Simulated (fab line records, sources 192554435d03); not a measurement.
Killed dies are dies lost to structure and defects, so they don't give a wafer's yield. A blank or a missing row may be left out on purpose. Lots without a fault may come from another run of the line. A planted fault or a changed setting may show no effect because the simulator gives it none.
Split-lot experiment | flow n5_finfet | 7 lots, 21 wafers read, on a route of 1938 steps

THE SPLIT
At N5_BEOL_M2_PECVD_72 (deposits SiO2 from TEOS/O2, target thk 16 nm, time 18 s), the setting time_s was moved away from the recipe's 18 s on 8 of the 21 wafers read, by -14.2% to +13.7%. The other wafers ran this setting at the recipe's value.

FROM THE SPLIT TO THE READING: what the file shows between them, 8 steps
- N5_BEOL_M2_EXPOSE_08: exposes mask M2 (also split here: dose_mj)
- N5_BEOL_M2_PEB_09: peb time 60 s
- N5_BEOL_M2_DEVELOP_10: develop time 30 s
- N5_BEOL_M2_DESCUM_16: chemistry O2, time 7 s
- N5_BEOL_M2_ETCH_74: etches underlayer in N2/H2, target depth 6.5 nm, time 5.2 s
- N5_BEOL_M2_ETCH_63: etches SiARC in CF4, target depth 15.6 nm, time 26 s
- N5_BEOL_M2_ETCH_64: etches SOC in N2/H2, target depth 75 nm, overetch 22.5 nm, time 121.9 s
- N5_BEOL_M2_STRIP_97: strips in N2/H2, time 10 s

THE READING
SiO2_of_BEOL_M2_PECVD_72.thk_nm (the simulator's own value, which no gauge read), in nm, at N5_BEOL_M2_HM_STRIP_39 (strips TiN in peroxide tin strip, target depth 25 nm, time 158 s). The file gives no usual value for it. The 13 wafers here that ran the recipe average 15.9 nm, standard deviation 0.22 nm.

wafer  | tool, chamber at the split | time_s as run, s | against the recipe | SiO2_of_BEOL_M2_PECVD_72.thk_nm, nm | against lot-mates on the recipe
L074.1 | pecvd-02, 1                | 18               | recipe             | 15.6                                | -
L074.4 | pecvd-02, 1                | 19.08            | +6.0%              | 16.8                                | +1.0
L074.5 | pecvd-02, 1                | 18               | recipe             | 16                                  | -
L075.3 | pecvd-03, 2                | 18               | recipe             | 15.6                                | -
L075.4 | pecvd-03, 0                | 20.47            | +13.7%             | 18.2                                | +2.6
L075.5 | pecvd-03, 1                | 20.47            | +13.7%             | 18.2                                | +2.6
L076.3 | pecvd-04, 1                | 15.45            | -14.2%             | 13.8                                | -2.4
L076.4 | pecvd-04, 0                | 18               | recipe             | 16.2                                | -
L076.6 | pecvd-04, 2                | 15.45            | -14.2%             | 14                                  | -2.2
L078.2 | pecvd-04, 2,1              | 18               | recipe             | 16                                  | -
L078.5 | pecvd-04, 0                | 18               | recipe             | 15.8                                | -
L078.6 | pecvd-04, 2,1              | 18               | recipe             | 16.2                                | -
L089.1 | pecvd-02, 2                | 19.71            | +9.5%              | 17.2                                | +1.4
L089.3 | pecvd-02, 1                | 18               | recipe             | 15.8                                | -
L089.4 | pecvd-02, 1                | 19.71            | +9.5%              | 17.6                                | +1.8
L092.1 | pecvd-03, 0                | 18               | recipe             | 15.6                                | -
L092.2 | pecvd-03, 1                | 17.17            | -4.6%              | 15                                  | -0.7
L092.4 | pecvd-03, 0                | 18               | recipe             | 15.8                                | -
L091.2 | pecvd-04, 2                | 18               | recipe             | 16.2                                | -
L091.3 | pecvd-04, 0                | 18               | recipe             | 16                                  | -
L091.4 | pecvd-04, 1                | 18               | recipe             | 15.8                                | -
Where a row lists several chambers, the file gives one row for several wafers and doesn't say which wafer went through which chamber.

THE FIT
A straight line over all 21 wafers: SiO2_of_BEOL_M2_PECVD_72.thk_nm changes by +0.155 nm for each +1% of time_s; r = +0.98; the points scatter about the line by 0.21 nm.
The same after taking each lot's own level away (the mean of its wafers on the recipe; 21 wafers): +0.173 nm for each +1%; r = +0.99; scatter 0.16 nm.
On that fit, the largest move of time_s shifts the reading by 2.4 nm.
The lots' own levels span 15.60 to 16.20 nm, that is 2.8 times the standard deviation above.
So the lot-to-lot level changes the slope: the two fits differ.
Check: with one of the wafers moved furthest among these (-14.2%) left out of the fit, the line predicts -2.42 nm for it against its lot-mates. It came out at -2.4 nm against them.

OTHER SPLITS ON THESE WAFERS
These wafers also went through other splits before the reading. Each is held against what the fit with the lots' levels taken away leaves over:
other split on the same wafers           | wafers away from the commonest value | r with SiO2_of_BEOL_M2_PECVD_72.thk_nm (lot level and that fit taken away)
N5_MOL_CONTACT_COAG_EXPOSE_05 dose_mj    | 5                                    | +0.09
N5_MOL_CONTACT_COAG_CVD_140 target_thk_a | 8                                    | -0.03
N5_BEOL_M0_SAQP_EXPOSE_37 dose_mj        | 6                                    | -0.15
N5_BEOL_M1_TRENCH_ETCH_37 source_w       | 7                                    | -0.25
N5_BEOL_M2_EXPOSE_08 dose_mj             | 6                                    | -0.01

THE WHOLE CHAIN: every reading that the file lists as answering this split, in the file's order
step                   | what it does                                                     | reading                                                                          | change (the file's fit)               | r (the file's)
N5_BEOL_M2_PECVD_72    | deposits SiO2 from TEOS/O2, target thk 16 nm, time 18 s          | SiO2_of_BEOL_M2_PECVD_72.thk_nm (the simulator's own value, which no gauge read) | +0.176 nm for each +1% of the setting | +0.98
N5_BEOL_M2_HM_STRIP_39 | strips TiN in peroxide tin strip, target depth 25 nm, time 158 s | SiO2_of_BEOL_M2_PECVD_72.thk_nm (the simulator's own value, which no gauge read) | +0.173 nm for each +1% of the setting | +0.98

THE FILE'S OWN FIT
SiO2_of_BEOL_M2_PECVD_72.thk_nm changes by +0.173 nm for each +1% of time_s, r = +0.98.
